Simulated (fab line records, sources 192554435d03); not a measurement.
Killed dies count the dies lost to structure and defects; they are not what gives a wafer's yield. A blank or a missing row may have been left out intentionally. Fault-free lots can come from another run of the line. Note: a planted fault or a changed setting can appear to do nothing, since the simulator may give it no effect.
Chamber matching	flow n5 finfet	N5_HKMG_FIN_ALD_74 on ald hk-03: 4 sister chambers
The step deposits La2O3, target thk 0.5 nm, pulse time 6 s, co reactant pulse time 1 s. 8 wafers are shown with their chamber, then 10 later ones without.

WAFERS PAIRED WITH THEIR CHAMBERS
wafer	chamber	heater power w (W)	precursor pulse height rel
L075.5	0	303	0.995
L081.3	0	303	0.997
L082.1	1	309	0.998
L082.5	3	299	0.997
L088.2	3	304	1.002
L088.5	2	354	1.007
L089.3	1	306	1.021
L089.5	2	350	0.996

WAFERS WITH NO CHAMBER GIVEN
wafer	heater power w (W)	precursor pulse height rel
L089.6	313	0.972
L093.1	312	0.993
L093.2	302	0.970
L093.6	308	0.993
L096.1	305	0.989
L096.2	307	1.009
L096.4	301	0.984
L097.3	308	1.031
L097.4	303	1.000
L097.6	346	1.001

CHAMBER TAKEN BY EACH
wafer	from the rows above	in truth
L089.6	can't be placed: 1 or 0 or 3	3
L093.1	can't be placed: 1 or 0 or 3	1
L093.2	can't be placed: 0 or 3 or 1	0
L093.6	can't be placed: 1 or 0 or 3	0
L096.1	can't be placed: 0 or 3 or 1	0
L096.2	can't be placed: 1 or 0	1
L096.4	can't be placed: 0 or 3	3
L097.3	can't be placed: 1 or 0 or 3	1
L097.4	can't be placed: 0 or 3 or 1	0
L097.6	2	2
Placed correctly: 1 of 10. Can't be placed from these rows: 9 (the true chamber is among the candidates in 9). 0 placed wrongly.
How it was worked out, from the rows above alone: a wafer's distance from a chamber is the root of the sum, over the readings, of the square of ((its reading less the chamber's mean) divided by the reading's scatter). The wafer belongs to the nearest chamber; if the next one is less than 2 further off, it can't be placed. A chamber's mean is the mean of its shown wafers. How the scatter is found: for the shown wafers, subtract from each reading the mean of its chamber, square and add these, divide the total by (wafers less chambers), then take the root.
